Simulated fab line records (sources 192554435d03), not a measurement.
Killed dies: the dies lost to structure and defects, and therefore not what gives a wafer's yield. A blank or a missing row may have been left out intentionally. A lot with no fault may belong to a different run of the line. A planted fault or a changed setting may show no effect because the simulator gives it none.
fab line records | flow n5-finfet
record lots=5 wafers=12 last-day=17
route steps=1938 shown FIN_SAQP@134 FIN_CUT@154 STI_FIN_REVEAL@196 BEOL_M4@1111
lots with no fault: from the same line, run without faults
start-h: start of the lot's first displayed wafer, in hours after the record's first day | wait-h: hours since the lot's step before | " the same as in the row above | L1.1+2: a single row standing in for several wafers | - value missing, or start not given | * or withheld: withheld | < > ~ a bound
route shown NAME@n: a module of which the file shows steps, and the number in the route of the first | usual: the fault-free wafers' mean and standard deviation | same: alike in all rows | chamber/n: place in a boat | sites: per-site readings | _std_site: the values' standard deviation | _edge_site: inner sites' mean taken away from outer sites' mean | radius-mm: how far each site lies from the wafer's centre | mask NAME#n: copy n | behind: the most recent tool/chamber to have shaped the wafer | hold: cause of the lot's hold/its duration in hours/its outcome | device: transistor that didn't switch, given as n, p or np | end of line: at the end of the route, the tests of the same wafers | a step with no rows: only its recipe | killed: dies that structure and defects cost at the first sort, which is not the same as the wafer's yield | map: dies across one wafer; x = killed, . = not, _ = none there
set.NAME: setting as actually run; set.NAME@STEP: the setting as run at that earlier step | model.NAME: the simulator's own value behind a step, which no gauge read
a table for each step, a row for each wafer; lots at some steps of the route
services: the hour from which a tool's chamber was out of use, counted from the record's first day as start-h (under 0 if before that day), plus the number of hours and why
## steps
# step N5_FIN_SAQP_ETCH_69
# recipe chemistry=N2/H2 target=SOC target-depth-a=1500 stop-on=SiNx ion-energy-ev=100 bias-w=61 pressure-mtorr=30 source-w=850 n2-flow-sccm=200 h2-flow-sccm=200
# step N5_FIN_SAQP_ETCH_67
# recipe chemistry=CH3F/O2 target=SiNx target-depth-a=300 mask-material=SOC pressure-mtorr=30 source-w=395 bias-w=73 Ar_flow_sccm=150 CH3F_flow_sccm=30 O2_flow_sccm=20 ion-energy-ev=120
# step N5_FIN_SAQP_STRIP_70
# recipe chemistry=N2/H2 power-w=500 temp-c=40 pressure-mtorr=50 rf-frequency-hz=6e+07 overash-fraction=0.3 bias-power-w=28 h2-frac=0.5 n2-flow-sccm=300 h2-flow-sccm=300
# step N5_FIN_SAQP_RECESS_71
# recipe chemistry=HF/NH3 target=SiO2 target-depth-a=30 afs-cycles=1 temp-c=30 sublimation-temp-c=180 sublimation-time-s=60
# step N5_FIN_SAQP_SPACER2_ALD_28
# recipe material=SiO2 target-thk-a=81 temp-c=300 ald-precursor-family=BDEAS ald-co-reactant=O2-plasma pulse-time-s=1 purge-time-s=2 co-reactant-purge-time-s=2 pressure-torr=2
# step N5_FIN_SAQP_SPACER2_ETCHBACK_29
# recipe chemistry=CHF3/O2 mode=anisotropic-etchback target=SiO2 target-depth-a=122 time-s=6.1 pressure-mtorr=30 source-w=650 bias-w=170 Ar_flow_sccm=200 CHF3_flow_sccm=50 O2_flow_sccm=5 ion-energy-ev=200
# step N5_FIN_SAQP_MANDREL2_REMOVE_60
# recipe chemistry=HBr/Cl2/O2 bt-time-s=10 target=a-Si stop-on=SiNx endpoint=OES-SiCl over-etch-frac=1 icp-w=600 bias-w=22 HBr_flow_sccm=150 Cl2_flow_sccm=80 O2_flow_sccm=5 pressure-mtorr=10
# step N5_FIN_SAQP_HM_OPEN_33
# recipe chemistry=CH3F/O2 target=SiNx mask-material=SiO2 target-depth-a=494 time-s=70.6 pressure-mtorr=30 source-w=395 bias-w=73 Ar_flow_sccm=150 CH3F_flow_sccm=30 O2_flow_sccm=20 ion-energy-ev=120 ends=cleared
# step N5_FIN_SAQP_ETCH_34
# recipe chemistry=C4F6/O2 target=SiO2 target-depth-a=450 time-s=15 ion-energy-ev=250 pressure-mtorr=30 source-w=345 bias-w=185 Ar_flow_sccm=300 C4F6_flow_sccm=10 O2_flow_sccm=10 ends=cleared
# step N5_FIN_SAQP_STRIP_77
# recipe chemistry=N2/H2 time-s=90 power-w=100 temp-c=40 pressure-mtorr=100 rf-frequency-hz=6e+07 bias-power-w=3 n2-flow-sccm=300 h2-flow-sccm=300
# step N5_FIN_SAQP_ETCH_64
# recipe chemistry=CF4 target=SiO2 target-depth-a=15 ion-energy-ev=350 pressure-mtorr=10 icp-w=800 bias-w=400 cf4-flow-sccm=80
# usual bias-w=400.1/1.1 drypump-motor-current-A=5.8/0.47 oes-product-au=1.01/0.031 throttle-valve-pct=21.75/0.23
# columns lot.wafer tool chamber start-h wait-h bias-w drypump-motor-current-A oes-product-au rf-hours-counter-h throttle-valve-pct model.SiNx_of_FIN_SAQP_HM_DEP_03.thk-nm model.etch.depth-nm
L709.2 rie-si-03 0 50.98 0.1 400.5 5.6 0.99 0 21.73 31.4 1.443
L709.3 " 1 " " 400.2 6.0 1.03 30 21.38 32.6 1.592
L709.5 " 1 " " 400.5 6.0 1.04 - 21.41 32 1.601
L717.2 rie-si-05 0 101.53 0.0 400.5 5.4 1.05 175 22.11 33 1.598
L717.4 " 1 " " 399.2 5.8 1.00 38 21.54 33.2 1.514
L717.6 " 3 " " 399.9 5.2 0.99 - 22.08 33 1.473
L723.4 rie-si-05 1 134.53 0.0 399.7 5.8 1.37 - 21.64 31 2.37
L723.5 " 3 " " 399.9 5.3 1.35 - 22.19 32.6 2.335
L724.4 rie-si-05 3 140.74 0.0 401.0 5.2 1.35 - 22.21 31.2 2.33
L724.5 " 1 " " 399.5 5.8 1.36 - 21.65 31.6 2.346
L728.4 rie-si-05 1 163.87 0.0 399.4 5.8 1.38 40 21.67 31.4 2.404
L728.5 " 1 " " 399.4 5.7 1.37 - 21.67 32.6 2.376
# step N5_FIN_SAQP_FIN_ETCH_36
# recipe chemistry=HBr/Cl2/O2 target-depth-a=1200 mask-material=SiNx time-s=50.4 bias-w=102 pressure-mtorr=10 icp-w=800 HBr_flow_sccm=150 Cl2_flow_sccm=80 O2_flow_sccm=12
# step N5_FIN_SAQP_PRECLEAN_38
# recipe chemistry=O3/DIW time-s=45 temp-c=22 o3-ppm=10
# step N5_FIN_SAQP_PRECLEAN_45
# recipe chemistry=dHF time-s=10 dilution=500:1 temp-c=25
# step N5_FIN_SAQP_SRD_39
# recipe dry=ipa-marangoni time-s=30 temp-c=23 rinse-liquid=diw
# step N5_FIN_CUT_COAT_18
# recipe resist=SOC temp-c=250 time-s=60 spin-rpm=1500 resist-thk-nm=230
# step N5_FIN_CUT_COAT_19
# recipe resist=SiARC temp-c=220 time-s=60 spin-rpm=1500 resist-thk-nm=20
# step N5_FIN_CUT_COAT_29
# recipe resist=underlayer temp-c=205 time-s=60 spin-rpm=1500 resist-thk-nm=10
# step N5_FIN_CUT_COAT_02
# recipe resist=CAR-EUV spin-rpm=1500 resist-thk-nm=30
# step N5_FIN_CUT_EBR_04
# recipe solvent=PGMEA ebr-width-mm=1.5
# step N5_FIN_CUT_SOFTBAKE_03
# recipe temp-c=110 time-s=60 resist=CAR-EUV
# step N5_FIN_CUT_EXPOSE_05
# recipe mask-id=FIN_CUT na=0.33 source-shape=annular sigma-inner=0.35 sigma-outer=0.8 polarization=unpolarized dose-mj=45.75
# step N5_FIN_CUT_PEB_06
# recipe peb-temp-c=100 peb-time-s=60 resist=CAR-EUV
# step N5_FIN_CUT_DEVELOP_07
# recipe develop-time-s=30 developer=TMAH resist=CAR-EUV rinse-liquid=surfactant-rinse dry=air-spin dev-temp-c=23
# step N5_FIN_CUT_DESCUM_13
# recipe chemistry=O2 time-s=7 source-power-w=50 bias-power-w=20 pressure-mtorr=20 rf-frequency-hz=2.712e+07 temp-c=40 resist=CAR-EUV o2-flow-sccm=225
# step N5_FIN_CUT_ETCH_30
# recipe chemistry=N2/H2 target=underlayer target-depth-a=130 mask-material=CAR-EUV time-s=10.4 ion-energy-ev=200 pressure-mtorr=30 source-w=840 bias-w=150 n2-flow-sccm=200 h2-flow-sccm=200 ends=cleared
# step N5_FIN_CUT_ETCH_20
# recipe chemistry=CF4 target=SiARC target-depth-a=260 mask-material=CAR-EUV time-s=43.3 ion-energy-ev=80 pressure-mtorr=40 source-w=545 bias-w=36 Ar_flow_sccm=100 cf4-flow-sccm=100 ends=cleared
# step N5_FIN_CUT_ETCH_21
# recipe chemistry=N2/H2 target=SOC target-depth-a=2190 overetch-a=438 mask-material=SiARC temp-c=40 ion-energy-ev=100 bias-w=61 time-s=523.5 pressure-mtorr=30 source-w=850 n2-flow-sccm=200 h2-flow-sccm=200
# step N5_FIN_CUT_STRIP_23
# recipe chemistry=N2/H2 temp-c=40 n2-flow-sccm=200 h2-flow-sccm=200 rf-frequency-hz=6e+07
# step N5_FIN_CUT_STRIP_31
# recipe chemistry=N2/H2 temp-c=40 n2-flow-sccm=200 h2-flow-sccm=200 rf-frequency-hz=6e+07
# step N5_FIN_CUT_STRIP_24
# recipe chemistry=CF4 resist=SiARC power-w=300 bias-power-w=75 pressure-mtorr=50 cf4-flow-sccm=150 rf-frequency-hz=6e+07
# step N5_FIN_CUT_CUT_ETCH_26
# recipe chemistry=CH3F/O2 target=SiNx target-depth-a=390 mask-material=SOC time-s=55.7 pressure-mtorr=30 source-w=395 bias-w=73 Ar_flow_sccm=150 CH3F_flow_sccm=30 O2_flow_sccm=20 ion-energy-ev=120
# step N5_FIN_CUT_CUT_ETCH_27
# recipe chemistry=CHF3/O2 target=SiO2 target-depth-a=40 mask-material=SOC overetch-a=20 time-s=4.9 pressure-mtorr=30 source-w=650 bias-w=170 Ar_flow_sccm=200 CHF3_flow_sccm=50 O2_flow_sccm=5 ion-energy-ev=200
# step N5_FIN_CUT_PRECLEAN_35
# recipe time-s=13.3 temp-c=45 pressure-torr=125 p-hf-torr=3 p-coreactant-torr=25 chemistry=vHF
# step N5_STI_FIN_REVEAL_RECESS_09
# recipe chemistry=HF/NH3 target=SiO2 afs-cycles=11 target-depth-a=425 temp-c=30 sublimation-temp-c=180 sublimation-time-s=60
# usual drypump-motor-current-A=5.70/0.093
# columns lot.wafer tool chamber start-h wait-h drypump-motor-current-A model.SiNx_of_FIN_SAQP_HM_DEP_03.thk-nm
L709.2 vapor-etch-02 0 60.09 0.0 5.56 17
L709.3 " 0 " " 5.58 18.2
L709.5 " 1 " " 5.75 17.6
L717.2 vapor-etch-02 1 109.61 0.0 5.73 18
L717.4 " 0 " " 5.60 19
L717.6 " 0 " " 5.58 18.4
L723.4 vapor-etch-01 1 142.72 0.6 5.73 16.8
L723.5 " 1 " " 5.75 18
L724.4 vapor-etch-01 1 150.56 0.6 5.74 16.6
L724.5 " 1 " " 5.74 17.4
L728.4 vapor-etch-01 1 172.08 0.6 5.73 17
L728.5 " 0 " " 5.87 18.4
# step N5_BEOL_M4_RC_MEAS_101
# usual DIBL_N=37.5/2 DIBL_P=37.5/2.5 IOFF_N=0.18/0.042 IOFF_P=0.24/0.046 ION_N=677/15 ION_P=464/9.5 SS_N=72.0/0.76 SS_P=73.6/0.79 VT_N=249/3.5 VT_P=-249/3.2
# columns lot.wafer tool chamber start-h wait-h DIBL_N[mV/V] DIBL_P[mV/V] IOFF_N[nA/um] IOFF_P[nA/um] ION_N[uA/um] ION_P[uA/um] SS_N[mV/dec] SS_P[mV/dec] VT_N[mV] VT_P[mV]
L709.2 prober-02 0 182.70 0.2 38.2 35.4 0.17 0.23 671 462 72.1 73.1 252 -247
L709.3 " 0 " " 40.2 40.1 0.21 0.32 691 479 72.4 74.3 247 -244
L709.5 " 0 " " 36.9 33.5 0.15 0.21 660 461 72.1 72.7 254 -247
L717.2 prober-01 0 244.63 0.2 42.5 41.3 0.28 0.30 687 472 73.2 74.1 245 -248
L717.4 " 0 " " 36.1 35.0 0.14 0.19 658 457 71.3 73.5 251 -251
L717.6 " 0 " " 37.2 34.7 0.14 0.18 654 451 71.6 73.7 253 -253
L723.4 prober-01 0 274.13 0.5 40.0 38.8 0.21 0.26 673 465 72.5 73.9 247 -244
L723.5 " 0 " " 40.1 38.6 0.20 0.26 670 463 72.6 74.6 248 -247
L724.4 prober-01 0 291.88 1.0 39.1 40.5 0.23 0.31 709 487 72.1 73.4 243 -242
L724.5 " 0 " " 36.7 37.5 0.18 0.25 673 469 72.3 72.9 247 -248
L728.4 prober-02 0 307.52 0.5 34.4 34.8 0.14 0.18 677 469 70.8 72.1 249 -250
L728.5 " 0 " " 39.2 39.1 0.23 0.24 682 465 73.1 74.0 247 -249
## services
# columns tool chamber start-h hours kind
rie-si-05 3 73.03 3.9 repair
rie-si-05 1 80.74 5.6 repair
rie-si-03 3 109.99 30.1 repair
rie-si-05 2 112.34 13.8 repair
rie-si-05 2 128.32 15.2 repair
## key
first-sign step=N5_FIN_SAQP_ETCH_64 reading=oes-product-au direction=up sigmas=11 usual=1.01 struck=1.36
effect none on later readings
model-effect step=N5_FIN_SAQP_ETCH_64 value=SiNx_of_FIN_SAQP_HM_DEP_03.thk-nm without=32.83 struck=31.73
model-effect step=N5_STI_FIN_REVEAL_RECESS_09 value=SiNx_of_FIN_SAQP_HM_DEP_03.thk-nm without=18.47 struck=17.37
met-at N5_FIN_SAQP_ETCH_64
struck-wafers L723.4,L723.5,L724.4,L724.5,L728.4,L728.5
onset-between 101.53 134.53
fault kind=process-parameter-drift tool=rie-si-05 chamber=- onset-h=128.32 steps=N5_FIN_SAQP_ETCH_64 channel=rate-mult offset=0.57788 shape=step end-h=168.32 scope=struck-wafers-only
